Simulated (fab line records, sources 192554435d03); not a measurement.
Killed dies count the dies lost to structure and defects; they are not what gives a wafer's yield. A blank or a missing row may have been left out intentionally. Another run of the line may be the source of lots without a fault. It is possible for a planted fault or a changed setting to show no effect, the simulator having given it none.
fab line records    flow n5-finfet
record: lots: 8  wafers: 22  last-day: 19
route steps=1938 shown MOL_CONTACT_COAG@630 BEOL_M0_SAQP@633 BEOL_M0@715 BEOL_M4@1111 PASSIVATION@1936
lots that met no fault: from a run of the same line without faults
start-h: start of the lot's first displayed wafer, in hours after the record's first day    wait-h: hours since the lot's step before    " repeats the value in the row above    L1.1+2: a row that stands for several wafers    - value missing, or start not given    * or withheld: withheld    < > ~ a bound
route shown NAME@n: names a module that has steps shown in the file, with the first one's number in the route    usual: mean and standard deviation over wafers with no fault    same: alike in all rows    chamber/n: place in a boat    sites: the reading at each site    _std_site: the values' standard deviation    _edge_site: mean of outer sites minus mean of inner sites    radius-mm: for every site, how far away it sits from the centre of the wafer    mask NAME#n: copy n    behind: the last tool/chamber to shape the wafer    hold: the reason the lot was held/the length of the hold in hours/how it ended    device: names the non-switching transistor (n, p or np)    end of line: at the end of the route, the tests of the same wafers    step lacking rows: just its recipe    killed: dies lost to structure and defects at the first sort, not the wafer's yield    map: dies across one wafer; x = killed, . = not, _ = none there
set.NAME: the setting the step ran with; set.NAME@STEP: the setting that earlier step ran with    model.NAME: the simulator's own value behind a step, which no gauge read
route steps across a sampled set of lots; one table per step, one row per wafer
services: when a tool's chamber went out of use (start-h, in hours from the record's first day, below 0 if earlier), for how many hours, and the reason
== steps ==
step: N5_MOL_CONTACT_COAG_INSPECT_97
recipe: inspect-instrument: darkfield  mode: post-anneal
usual: raw-defect-count: 42/19
lot.wafer  tool               chamber  start-h  wait-h  raw-defect-count
L239.4     defect-inspect-01  -        132.13   0.1     59
L239.5     "                  -        "        "       51
L239.6     "                  -        "        "       30
L241.1     defect-inspect-01  -        145.15   0.0     63
L241.4     "                  -        "        "       60
L241.6     "                  -        "        "       37
L244.4     defect-inspect-02  -        154.98   0.1     23
L247.1     defect-inspect-02  -        172.71   0.0     42
L247.4     "                  -        "        "       21
L247.6     "                  -        "        "       43
L248.2     defect-inspect-01  -        179.12   0.1     28
L248.4     "                  -        "        "       23
L248.5     "                  -        "        "       34
L249.1     defect-inspect-02  -        182.38   0.0     82
L249.2     "                  -        "        "       56
L249.5     "                  -        "        "       39
L251.2     defect-inspect-02  -        199.09   0.0     48
L251.3     "                  -        "        "       37
L251.5     "                  -        "        "       69
L253.2     defect-inspect-01  -        207.35   0.0     45
L253.5     "                  -        "        "       46
L253.6     "                  -        "        "       38
step: N5_BEOL_M0_SAQP_ILD_DEP_01
recipe: material: SiOC  target-thk-a: 454.19  temp-c: 350  precursor: DEMS/O2  pressure-torr: 5  rf-w: 500  time-s: 8.7
usual: heater-power-w: 518/64  showerhead-plenum-p-Torr: 5.696/0.017  throttle-valve-pct: 11.9/0.76
lot.wafer  tool      chamber  start-h  wait-h  heater-power-w  showerhead-plenum-p-Torr  throttle-valve-pct
L239.4     pecvd-01  1        132.45   0.0     516             5.714                     10.8
L239.5     "         2        "        "       439             5.687                     11.4
L239.6     "         0        "        "       516             5.683                     11.5
L241.1     pecvd-01  1        145.52   0.0     563             5.688                     10.6
L241.4     "         2        "        "       483             5.689                     11.7
L241.6     "         2        "        "       500             5.692                     11.7
L244.4     pecvd-04  1        155.29   0.0     660             5.708                     13.3
L247.1     pecvd-01  1        173.07   0.0     557             5.692                     10.7
L247.4     "         1        "        "       554             5.696                     10.9
L247.6     "         2        "        "       475             5.688                     11.6
L248.2     pecvd-02  0        179.46   0.0     437             5.670                     11.6
L248.4     "         0        "        "       443             5.664                     11.8
L248.5     "         1        "        "       486             5.716                     12.8
L249.1     pecvd-01  0        182.74   0.0     539             5.671                     11.9
L249.2     "         2        "        "       453             5.677                     11.5
L249.5     "         0        "        "       523             5.700                     11.9
L251.2     pecvd-02  1        199.43   0.0     497             5.718                     12.9
L251.3     "         0        "        "       514             5.674                     11.7
L251.5     "         2        "        "       540             5.710                     11.7
L253.2     pecvd-01  2        207.69   0.0     401             5.687                     11.5
L253.5     "         0        "        "       491             5.694                     12.0
L253.6     "         2        "        "       408             5.691                     11.6
step: N5_BEOL_M0_SAQP_PECVD_03
recipe: material: SiCN  target-thk-a: 120  temp-c: withheld  precursor: 3MS/NH3  pressure-torr: 3  rf-w: 202  time-s: 21.1
usual: run-length-s: 51.1/0.61  showerhead-plenum-p-Torr: 3.667/0.017  throttle-valve-pct: 9.1/0.58
lot.wafer  tool      chamber  start-h  wait-h  run-length-s  showerhead-plenum-p-Torr  throttle-valve-pct
L239.4     pecvd-01  0        132.62   0.1     52.3          3.650                     8.8
L239.5     "         2        "        "       51.3          3.652                     8.8
L239.6     "         1        "        "       51.2          3.661                     8.0
L241.1     pecvd-01  2        145.89   0.1     51.3          3.663                     8.7
L241.4     "         2        "        "       51.3          3.656                     8.9
L241.6     "         1        "        "       44.4          3.665                     8.2
L244.4     pecvd-01  1        155.96   0.0     43.6          3.673                     7.9
L247.1     pecvd-04  0        173.52   0.1     50.4          3.650                     9.3
L247.4     "         0        "        "       50.8          3.644                     9.3
L247.6     "         2        "        "       51.1          3.697                     8.8
L248.2     pecvd-02  2        180.75   0.1     51.9          3.679                     9.0
L248.4     "         2        "        "       52.1          3.678                     8.6
L248.5     "         1        "        "       51.8          3.683                     9.8
L249.1     pecvd-02  0        182.92   0.1     50.3          3.640                     9.1
L249.2     "         1        "        "       52.0          3.675                     9.9
L249.5     "         2        "        "       51.6          3.675                     8.8
L251.2     pecvd-02  1        200.95   0.1     51.2          3.691                     9.7
L251.3     "         2        "        "       51.2          3.694                     8.8
L251.5     "         1        "        "       52.2          3.686                     9.7
L253.2     pecvd-04  0        208.05   0.1     50.2          3.645                     8.8
L253.5     "         0        "        "       50.3          3.647                     8.9
L253.6     "         2        "        "       51.1          3.691                     9.3
step: N5_BEOL_M0_SAQP_PECVD_04
recipe: material: a-Si  target-thk-a: 600  temp-c: 350  precursor: SiH4/He  pressure-torr: 3  rf-w: 100  time-s: 60.2
usual: heater-power-w: 661/68  showerhead-plenum-p-Torr: 5.68/0.066  throttle-valve-pct: 18.2/1.2
lot.wafer  tool      chamber  start-h  wait-h  heater-power-w  showerhead-plenum-p-Torr  throttle-valve-pct
L239.4     pecvd-01  0        132.75   0.0     569             5.63                      17.9
L239.5     "         2        "        "       623             5.66                      17.6
L239.6     "         1        "        "       690             5.66                      16.0
L241.1     pecvd-01  2        146.06   0.0     599             5.66                      17.6
L241.4     "         2        "        "       594             5.65                      17.4
L241.6     "         1        "        "       670             5.67                      16.1
L244.4     pecvd-01  1        156.09   0.0     730             5.67                      16.3
L247.1     pecvd-04  0        173.69   0.0     732             5.60                      18.2
L247.4     "         0        "        "       729             5.59                      18.6
L247.6     "         2        "        "       626             5.77                      18.3
L248.2     pecvd-02  2        180.86   0.0     688             5.74                      17.5
L248.4     "         2        "        "       671             5.73                      17.7
L248.5     "         1        "        "       594             5.76                      19.5
L249.1     pecvd-02  0        183.03   0.0     637             5.56                      18.2
L249.2     "         1        "        "       657             5.76                      19.8
L249.5     "         2        "        "       666             5.74                      17.6
L251.2     pecvd-02  1        201.07   0.0     585             5.75                      20.0
L251.3     "         2        "        "       649             5.74                      18.1
L251.5     "         1        "        "       599             5.74                      19.9
L253.2     pecvd-04  0        208.17   0.0     706             5.60                      18.2
L253.5     "         0        "        "       709             5.61                      18.5
L253.6     "         2        "        "       548             5.77                      18.2
step: N5_BEOL_M0_ETCH_138
recipe: chemistry: CH3F/O2  target-depth-a: 120  target: SiCN  time-s: 31.6  ion-energy-ev: 120  pressure-mtorr: 30  source-w: 395  bias-w: 75  Ar_flow_sccm: 150  CH3F_flow_sccm: 30  O2_flow_sccm: 20  ends: cleared
usual: drypump-motor-current-A: 5.8/0.48  etch-rf-on-time-s: 29.2/0.79  mfc-ar-sccm: 149.9/0.45  oes-product-au: 0.69/0.07  rf-vpp-V: 297.2/1.6  showerhead-plenum-p-Torr: 2.00/0.071  throttle-valve-pct: 16.31/0.24
lot.wafer  tool         chamber  start-h  wait-h  drypump-motor-current-A  etch-rf-on-time-s  mfc-ar-sccm  oes-product-au  rf-hours-counter-h  rf-vpp-V  showerhead-plenum-p-Torr  throttle-valve-pct
L239.4     rie-diel-05  1        142.11   0.0     6.2                      29.8               150.5        0.84            -                   297.0     1.97                      16.08
L239.5     "            2        "        "       5.6                      28.9               149.6        0.65            -                   297.7     2.07                      16.40
L239.6     "            0        "        "       5.3                      28.9               149.6        0.73            -                   298.8     2.05                      16.22
L241.1     rie-diel-01  2        152.70   0.0     5.4                      29.9               150.7        0.61            195                 300.3     2.07                      16.44
L241.4     "            1        "        "       6.5                      28.1               150.7        0.73            41                  296.8     1.95                      15.90
L241.6     "            2        "        "       5.4                      31.6               150.0        0.62            -                   298.0     2.07                      16.45
L244.4     rie-diel-01  3        162.85   0.0     5.1                      31.7               150.4        0.65            158                 292.8     1.83                      16.11
L247.1     rie-diel-03  0        179.83   0.0     6.0                      28.0               149.9        0.71            72                  296.1     1.94                      16.31
L247.4     "            2        "        "       6.7                      27.8               149.7        0.73            58                  298.2     2.04                      16.45
L247.6     "            2        "        "       6.7                      28.6               149.5        0.72            -                   298.3     2.04                      16.46
L248.2     rie-diel-03  2        188.83   0.0     6.7                      29.6               149.4        0.71            60                  298.9     2.04                      16.46
L248.4     "            1        "        "       6.5                      30.6               150.6        0.72            45                  298.4     2.04                      16.08
L248.5     "            0        "        "       6.0                      29.2               149.7        0.71            -                   295.3     1.94                      16.32
L249.1     rie-diel-03  1        192.06   0.0     6.5                      28.7               149.8        0.73            47                  298.3     2.03                      16.07
L249.2     "            2        "        "       6.7                      28.2               149.7        0.71            62                  296.4     2.04                      16.47
L249.5     "            2        "        "       6.7                      29.1               149.6        0.72            -                   297.9     2.04                      16.46
L251.2     rie-diel-01  0        207.44   0.0     6.2                      29.9               150.3        0.64            152                 296.2     1.91                      16.43
L251.3     "            3        "        "       5.1                      29.6               148.8        0.64            171                 293.4     1.82                      16.14
L251.5     "            1        "        "       6.4                      28.7               150.6        0.72            -                   295.3     1.95                      15.93
L253.2     rie-diel-05  2        216.05   0.0     5.6                      28.8               149.9        0.63            206                 299.2     2.06                      16.47
L253.5     "            0        "        "       5.4                      30.2               149.3        0.70            -                   298.1     2.04                      16.26
L253.6     "            1        "        "       6.2                      29.5               149.3        0.77            -                   296.4     1.96                      16.15
step: N5_BEOL_M0_ETCH_128
recipe: chemistry: CF4/N2  target-depth-a: 120  overetch-a: 51  target: SiCN  time-s: 21.4  ion-energy-ev: 150  pressure-mtorr: 40  source-w: 430  bias-w: 70  Ar_flow_sccm: 100  cf4-flow-sccm: 60  n2-flow-sccm: 60
usual: drypump-motor-current-A: 5.9/0.48  mfc-ar-sccm: 100.02/0.27  oes-product-au: 0.55/0.051  rf-vpp-V: 382.1/1.9  showerhead-plenum-p-Torr: 2.20/0.076  throttle-valve-pct: 15.41/0.23
lot.wafer  tool         chamber  start-h  wait-h  drypump-motor-current-A  mfc-ar-sccm  oes-product-au  rf-hours-counter-h  rf-vpp-V  showerhead-plenum-p-Torr  throttle-valve-pct
L239.4     rie-diel-01  0        142.61   0.0     6.2                      99.89        0.54            132                 381.4     2.12                      15.50
L239.5     "            3        "        "       5.2                      100.45       0.53            -                   378.9     2.02                      15.24
L239.6     "            0        "        "       6.2                      99.99        0.53            -                   379.5     2.12                      15.52
L241.1     rie-diel-03  0        155.01   0.2     6.0                      99.89        0.59            63                  380.8     2.15                      15.43
L241.4     "            3        "        "       5.6                      100.09       0.48            227                 384.6     2.27                      15.98
L241.6     "            2        "        "       6.7                      100.19       0.69            -                   383.9     2.25                      15.52
L244.4     rie-diel-05  1        163.68   0.4     6.2                      99.96        0.76            -                   381.5     2.17                      15.20
L247.1     rie-diel-03  2        182.70   0.3     6.7                      100.33       0.56            59                  382.1     2.25                      15.56
L247.4     "            3        "        "       5.6                      100.02       0.47            237                 382.6     2.27                      16.01
L247.6     "            3        "        "       5.6                      99.94        0.48            -                   383.9     2.27                      16.00
L249.1     rie-diel-05  0        194.52   0.7     5.4                      99.86        0.56            62                  383.3     2.25                      15.33
L249.2     "            3        "        "       5.6                      100.18       0.63            10                  381.7     2.17                      15.03
L249.5     "            3        "        "       5.6                      100.15       0.65            -                   379.7     2.17                      15.04
L248.2     rie-diel-01  2        194.59   0.4     5.4                      100.14       0.49            210                 384.2     2.27                      15.59
L248.4     "            3        "        "       5.1                      100.22       0.52            168                 377.2     2.01                      15.26
L248.5     "            1        "        "       6.5                      99.61        0.56            -                   381.0     2.16                      15.09
L251.2     rie-diel-01  2        207.92   0.0     5.4                      100.02       0.48            213                 383.6     2.27                      15.57
L251.3     "            1        "        "       6.4                      100.14       0.56            59                  382.4     2.16                      15.09
L251.5     "            0        "        "       6.2                      100.14       0.54            -                   380.8     2.11                      15.54
L253.2     rie-diel-03  1        217.23   0.3     6.4                      100.33       0.59            54                  383.0     2.24                      15.20
L253.5     "            0        "        "       6.0                      100.34       0.56            -                   379.3     2.15                      15.46
L253.6     "            3        "        "       5.6                      100.15       0.47            -                   383.3     2.26                      16.01
step: N5_BEOL_M4_RC_MEAS_101
usual: DIBL_N: 36.0/1.7  DIBL_P: 36.2/1.9  IOFF_N: 0.154/0.028  IOFF_P: 0.21/0.036  ION_N: 675/11  ION_P: 463/8.3  SS_N: 71.4/0.63  SS_P: 73.2/0.55  VT_N: 250.2/3  VT_P: -251/3.7
lot.wafer  tool       chamber  start-h  wait-h  DIBL_N[mV/V]  DIBL_P[mV/V]  IOFF_N[nA/um]  IOFF_P[nA/um]  ION_N[uA/um]  ION_P[uA/um]  SS_N[mV/dec]  SS_P[mV/dec]  VT_N[mV]  VT_P[mV]
L239.4     prober-02  0        244.44   0.5     32.7          32.2          0.103          0.16           668           463           70.7          72.2          255.7     -256
L239.5     "          0        "        "       35.9          34.8          0.140          0.19           672           457           70.7          73.0          251.5     -255
L239.6     "          0        "        "       36.7          36.0          0.152          0.20           678           458           70.6          73.6          250.0     -251
L241.1     prober-01  0        262.57   0.0     38.5          40.8          0.191          0.23           689           469           71.7          73.7          247.8     -248
L241.4     "          0        "        "       34.9          36.2          0.124          0.17           654           455           71.2          73.0          255.7     -254
L241.6     "          0        "        "       37.2          39.1          0.178          0.20           700           465           71.2          74.1          246.3     -252
L244.4     prober-01  0        276.78   0.5     33.1          34.8          0.113          0.17           662           463           70.6          72.3          252.1     -254
L249.1     prober-02  0        296.73   0.0     33.4          33.4          0.116          0.18           651           457           70.2          72.5          254.3     -250
L249.2     "          0        "        "       36.1          36.3          0.161          0.22           667           461           71.7          73.4          250.3     -248
L249.5     "          0        "        "       36.1          36.0          0.152          0.21           667           459           72.3          72.6          252.9     -251
L247.1     prober-01  0        297.52   0.0     38.1          39.2          0.194          0.22           699           468           71.7          73.8          248.7     -251
L247.4     "          0        "        "       36.0          36.2          0.148          0.17           669           449           71.4          73.2          251.7     -256
L247.6     "          0        "        "       37.3          37.9          0.170          0.20           677           454           71.6          73.6          249.3     -255
L248.2     prober-02  0        300.37   0.2     35.6          36.0          0.124          0.18           651           450           71.6          72.4          252.7     -252
L248.4     "          0        "        "       37.3          38.0          0.157          0.21           668           456           72.5          72.9          251.6     -251
L248.5     "          0        "        "       38.7          38.1          0.185          0.22           668           457           72.8          73.2          248.1     -249
L251.2     prober-02  0        310.04   0.2     35.8          34.7          0.133          0.21           668           463           70.8          73.0          252.7     -247
L251.3     "          0        "        "       36.9          37.0          0.160          0.25           669           465           71.2          73.9          245.8     -246
L251.5     "          0        "        "       35.5          34.6          0.142          0.22           665           466           70.7          72.5          247.8     -248
L253.2     prober-01  0        330.34   0.2     34.8          35.1          0.140          0.18           665           452           71.5          73.5          250.6     -255
L253.5     "          0        "        "       32.6          32.5          0.105          0.15           658           454           70.6          73.3          256.1     -255
L253.6     "          0        "        "       35.5          35.8          0.151          0.20           662           457           70.9          73.1          249.8     -253
step: N5_PASSIVATION_PROBE_49
usual: defect-limited-yield: 90.9/1.4  killed_at_M0_to_M3: 38/11  killed_at_M4_up: 13/5.9  killed-at-contacts: 14/6.4  killed-at-front-end: 38/11  killed-at-other: 3.3/2.5  killed-dies: 107/16  killed-open: 70/12  killed-short: 35/7.7  sort_bin_5_function: 5.3/0.94  sort_bin_6_memory: 3.5/0.7  sort-n-pass: 1073/16  sort-yield-pct: 90.9/1.4
same: gross-dies: 1180  killed-at-back-side: 0  sort_bin_4_leakage[%]: 0  sort_bin_8_speed[%]: 0
lot.wafer  tool       chamber  start-h  wait-h  defect-limited-yield[%]  killed_at_M0_to_M3  killed_at_M4_up  killed-at-contacts  killed-at-front-end  killed-at-other  killed-dies  killed-open  killed-short  sort_bin_5_function[%]  sort_bin_6_memory[%]  sort-n-pass  sort-yield-pct[%]
L239.4     prober-01  -        349.81   0.2     90.1                     30                  9                29                  46                   3                117          72           42            5.2                     4.2                   1063         90.1
L239.5     prober-01  -        349.86   0.2     88.5                     30                  8                27                  69                   2                136          91           44            6.4                     4.8                   1044         88.5
L239.6     prober-01  -        349.91   0.3     86.9                     35                  20               27                  71                   1                154          94           58            8.1                     4.3                   1026         86.9
L241.1     prober-01  -        372.04   0.0     89.7                     44                  12               10                  54                   2                122          75           47            5.8                     3.7                   1058         89.7
L241.4     prober-01  -        372.19   0.2     93.2                     33                  12               9                   25                   1                80           60           18            3.7                     2.8                   1100         93.2
L241.6     prober-01  -        372.29   0.3     91.5                     37                  21               5                   32                   5                100          65           31            5.5                     2.8                   1080         91.5
L247.1     prober-01  -        407.03   0.0     89.7                     41                  22               20                  37                   2                122          82           40            5.3                     5.1                   1058         89.7
L247.4     prober-01  -        407.18   0.2     90.1                     55                  18               14                  29                   1                117          80           37            6.4                     3.4                   1063         90.1
L247.6     prober-01  -        407.28   0.3     90.0                     45                  20               18                  31                   4                118          82           36            5.9                     3.6                   1062         90.0
L248.2     prober-01  -        414.28   0.1     90.3                     29                  9                7                   63                   6                114          71           42            5.4                     3.7                   1066         90.3
L248.4     prober-01  -        414.38   0.2     90.3                     36                  13               5                   50                   10               114          76           32            5.2                     4.4                   1066         90.3
L248.5     prober-01  -        414.43   0.2     89.6                     47                  18               14                  38                   6                123          81           40            6.4                     3.5                   1057         89.6
L249.1     prober-02  -        414.64   0.0     93.0                     28                  7                10                  37                   1                83           57           26            4.7                     2.1                   1097         93.0
L249.2     prober-02  -        414.69   0.1     89.4                     24                  16               23                  61                   1                125          95           26            5.6                     4.7                   1055         89.4
L249.5     prober-02  -        414.84   0.2     91.8                     24                  10               12                  49                   2                97           59           38            4.6                     3.6                   1083         91.8
L251.2     prober-01  -        417.40   0.1     89.4                     72                  15               14                  23                   1                125          87           36            5.0                     5.1                   1055         89.4
L251.3     prober-01  -        417.45   0.1     89.3                     53                  11               12                  44                   6                126          86           39            5.8                     4.6                   1054         89.3
L251.5     prober-01  -        417.55   0.2     90.3                     75                  6                10                  21                   3                115          68           47            5.9                     3.5                   1065         90.3
L253.2     prober-01  -        443.73   0.1     92.9                     22                  12               10                  40                   0                84           50           28            4.0                     2.4                   1096         92.9
L253.5     prober-01  -        443.88   0.2     92.5                     25                  6                9                   44                   5                89           61           26            4.7                     2.8                   1091         92.5
L253.6     prober-01  -        443.93   0.3     93.9                     24                  6                10                  29                   3                72           51           17            3.4                     2.5                   1108         93.9
killed by level:class
L239.4 MOL_CONTACT_COAG:geometric-particle:open=21 FIN_SAQP:geometric-particle:short=11 FIN_SAQP:geometric-particle:open=9 MOL_CONTACT_COAG:geometric-particle:short=8 GATE_CUT:geometric-particle:short=6 BEOL_M1:geometric-particle:open=5 BEOL_M1:geometric-particle:short=5 STARTING-WAFER:geometric-particle:open=5
L239.5 FIN_SAQP:geometric-particle:open=25 MOL_CONTACT_COAG:geometric-particle:open=21 FIN_SAQP:geometric-particle:short=18 BEOL_M0_SAQP:geometric-particle:short=12 STI_FIN_REVEAL:geometric-particle:open=10 BEOL_M0_SAQP:geometric-particle:open=7 MOL_CONTACT_COAG:geometric-particle:short=6 GATE_CUT:geometric-particle:open=5
L239.6 FIN_SAQP:geometric-particle:short=27 FIN_SAQP:geometric-particle:open=23 MOL_CONTACT_COAG:geometric-particle:open=21 BEOL_M1:geometric-particle:open=10 BEOL_M0_SAQP:geometric-particle:short=10 STI_FIN_REVEAL:geometric-particle:open=9 MOL_CONTACT_COAG:geometric-particle:short=6 GATE_CUT:geometric-particle:short=5
L241.1 FIN_SAQP:geometric-particle:open=19 BEOL_M0_SAQP:geometric-particle:short=14 BEOL_M3:geometric-particle:open=14 FIN_SAQP:geometric-particle:short=11 STI_FIN_REVEAL:geometric-particle:open=9 BEOL_M0_SAQP:geometric-particle:open=7 BEOL_M2:geometric-particle:open=6 STI_FIN_REVEAL:geometric-particle:short=5
L241.4 MOL_CONTACT_COAG:geometric-particle:open=9 BEOL_M2:geometric-particle:open=8 BEOL_M3:geometric-particle:open=7 BEOL_M0_SAQP:geometric-particle:open=6 BEOL_M4:geometric-particle:open=6 STI_FIN_REVEAL:geometric-particle:open=5 BEOL_M0_SAQP:geometric-particle:short=5 GATE_CUT:geometric-particle:open=4
L241.6 BEOL_M0:geometric-particle:open=9 STI_FIN_REVEAL:geometric-particle:open=8 BEOL_M4:geometric-particle:open=8 FIN_SAQP:geometric-particle:short=7 BEOL_M0_SAQP:geometric-particle:open=7 BEOL_M3:geometric-particle:open=6 FIN_SAQP:geometric-particle:open=5 MOL_CONTACT_COAG:geometric-particle:open=5
L247.1 MOL_CONTACT_COAG:geometric-particle:open=14 DUMMY_GATE:geometric-particle:open=10 BEOL_M3:geometric-particle:open=10 BEOL_M4:geometric-particle:open=10 BEOL_M2:geometric-particle:open=7 MOL_CONTACT_COAG:geometric-particle:short=6 BEOL_M0_SAQP:geometric-particle:short=6 STI_FIN_REVEAL:geometric-particle:open=5
L247.4 MOL_CONTACT_COAG:geometric-particle:open=12 BEOL_M0:geometric-particle:open=12 BEOL_M4:geometric-particle:open=12 BEOL_M3:geometric-particle:open=11 BEOL_M0_SAQP:geometric-particle:open=10 GATE_CUT:geometric-particle:short=8 BEOL_M0_SAQP:geometric-particle:short=7 BEOL_M2:geometric-particle:open=7
L247.6 MOL_CONTACT_COAG:geometric-particle:open=14 FIN_SAQP:geometric-particle:short=12 BEOL_M2:geometric-particle:open=9 BEOL_M3:geometric-particle:open=9 FIN_SAQP:geometric-particle:open=8 BEOL_M0_SAQP:geometric-particle:open=7 BEOL_M0:geometric-particle:open=6 BEOL_M4:geometric-particle:open=6
L248.2 STI_FIN_REVEAL:geometric-particle:open=19 FIN_SAQP:geometric-particle:open=9 FIN_SAQP:geometric-particle:short=7 DUMMY_GATE:geometric-particle:open=5 BEOL_M1:geometric-particle:short=5 BEOL_M0_SAQP:geometric-particle:open=5 STI_FIN_REVEAL:geometric-particle:short=4 ILD0:geometric-particle:open=4
L248.4 FIN_SAQP:geometric-particle:open=19 BEOL_M0_SAQP:geometric-particle:open=10 FIN_SAQP:geometric-particle:short=8 STI_FIN_REVEAL:geometric-particle:open=8 BEOL_M1:geometric-particle:open=7 BEOL_M0_SAQP:geometric-particle:short=5 MOL_CONTACT_COAG:geometric-particle:open=5 MIM_TOP:geometric-particle:short=5
L248.5 MOL_CONTACT_COAG:geometric-particle:open=13 BEOL_M0_SAQP:geometric-particle:short=13 BEOL_M0_SAQP:geometric-particle:open=12 BEOL_M3:geometric-particle:open=9 STI_FIN_REVEAL:geometric-particle:open=8 FIN_SAQP:geometric-particle:open=6 BEOL_M4:geometric-particle:open=5 FIN_SAQP:geometric-particle:short=4
L249.1 BEOL_M0_SAQP:geometric-particle:open=10 STI_FIN_REVEAL:geometric-particle:open=9 FIN_SAQP:geometric-particle:short=7 BEOL_M0_SAQP:geometric-particle:short=7 MOL_CONTACT_COAG:geometric-particle:open=7 GATE_CUT:geometric-particle:open=6 BEOL_M1:geometric-particle:open=5 FIN_SAQP:geometric-particle:open=4
L249.2 MOL_CONTACT_COAG:geometric-particle:open=21 STI_FIN_REVEAL:geometric-particle:open=18 FIN_SAQP:geometric-particle:open=9 DUMMY_GATE:geometric-particle:open=9 FIN_SAQP:geometric-particle:short=6 BEOL_M0_SAQP:geometric-particle:open=5 BEOL_M3:geometric-particle:open=5 BEOL_M0_SAQP:geometric-particle:short=4
L249.5 STI_FIN_REVEAL:geometric-particle:open=12 FIN_SAQP:geometric-particle:short=10 MOL_CONTACT_COAG:geometric-particle:open=8 BEOL_M2:geometric-particle:open=7 GATE_CUT:geometric-particle:short=6 BEOL_M5:geometric-particle:open=6 FIN_SAQP:geometric-particle:open=5 BEOL_M0_SAQP:geometric-particle:open=4
L251.2 BEOL_M0_SAQP:geometric-particle:open=14 BEOL_M2:geometric-particle:open=14 BEOL_M0_SAQP:geometric-particle:short=12 MOL_CONTACT_COAG:geometric-particle:open=10 BEOL_M1:geometric-particle:open=10 BEOL_M0:geometric-particle:open=9 FIN_SAQP:geometric-particle:short=4 FIN_SAQP:geometric-particle:open=4
L251.3 BEOL_M0_SAQP:geometric-particle:open=15 FIN_SAQP:geometric-particle:open=11 BEOL_M1:geometric-particle:open=11 FIN_SAQP:geometric-particle:short=8 MOL_CONTACT_COAG:geometric-particle:open=8 BEOL_M0_SAQP:geometric-particle:short=8 BEOL_M2:geometric-particle:open=7 ILD0:geometric-particle:open=5
L251.5 BEOL_M0_SAQP:geometric-particle:short=26 BEOL_M0_SAQP:geometric-particle:open=25 MOL_CONTACT_COAG:geometric-particle:open=9 BEOL_M0:geometric-particle:open=7 FIN_SAQP:geometric-particle:open=6 BEOL_M1:geometric-particle:open=4 BEOL_M2:geometric-particle:open=4 FIN_SAQP:geometric-particle:short=3
L253.2 STI_FIN_REVEAL:geometric-particle:open=13 MOL_CONTACT_COAG:geometric-particle:open=7 BEOL_M0_SAQP:geometric-particle:short=7 BEOL_M0_SAQP:geometric-particle:open=6 STARTING-WAFER:geometric-particle:short=6 HKMG_FIN:area-etch=5 FIN_SAQP:geometric-particle:short=4 BEOL_M1:geometric-particle:open=4
L253.5 STI_FIN_REVEAL:geometric-particle:open=16 FIN_SAQP:geometric-particle:open=8 MOL_CONTACT_COAG:geometric-particle:open=7 FIN_SAQP:geometric-particle:short=6 BEOL_M0_SAQP:geometric-particle:short=6 BEOL_M1:geometric-particle:open=6 BEOL_M0_SAQP:geometric-particle:open=3 DUMMY_GATE:geometric-particle:open=3
L253.6 FIN_SAQP:geometric-particle:open=7 STI_FIN_REVEAL:geometric-particle:open=7 MOL_CONTACT_COAG:geometric-particle:open=7 BEOL_M1:geometric-particle:open=7 BEOL_M0_SAQP:geometric-particle:short=5 BEOL_M2:geometric-particle:open=5 FIN_SAQP:geometric-particle:short=3 DUMMY_GATE:geometric-particle:open=3
== services ==
tool         chamber  start-h  hours  kind
pecvd-02     -        112.84   2.7    repair
rie-diel-05  1        116.46   -      clean
rie-diel-05  1        116.46   -      consumable-replace:focus-ring
rie-diel-05  3        119.45   6.4    repair
pecvd-01     0        124.00   5.5    scheduled-down
rie-diel-05  3        134.83   -      clean
rie-diel-05  3        134.83   -      consumable-replace:focus-ring
rie-diel-05  3        134.83   29.9   scheduled-down
rie-diel-05  3        134.83   29.9   vent-cycle
pecvd-01     0        139.76   7.1    repair
rie-diel-03  2        157.49   2.7    repair
pecvd-04     1        171.33   5.5    scheduled-down
pecvd-02     -        171.92   1.4    repair
pecvd-02     -        175.34   2.1    repair
pecvd-02     2        212.74   2.1    scheduled-down
== key ==
first-sign: step: N5_BEOL_M0_SAQP_PECVD_03  reading: run-length-s  direction: down  sigmas: 12  usual: *  struck: *
effect: step: N5_BEOL_M0_ETCH_138  reading: etch-rf-on-time-s  direction: up  sigmas: 3.2  usual: *  struck: *
effect: step: N5_BEOL_M0_ETCH_128  reading: oes-product-au  direction: up  sigmas: 3.4  usual: 0.55  struck: 0.73
met-at N5_BEOL_M0_SAQP_PECVD_03
struck-lots L241,L244
struck-wafers L241.6,L244.4
rows-end L244.4
not-acting-at N5_MOL_CONTACT_COAG_INSPECT_97,N5_BEOL_M0_SAQP_ILD_DEP_01,N5_BEOL_M0_SAQP_PECVD_04
onset-between 132.62 145.89
fault: kind: process-parameter-drift  tool: pecvd-01  chamber: 1  onset-h: 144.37  steps: N5_BEOL_M0_SAQP_PECVD_03  channel: time-s  offset: *  shape: step  acts-in: *  stated: *
rows-end: these wafers met a further fault down the route, and their rows from its step on are left out
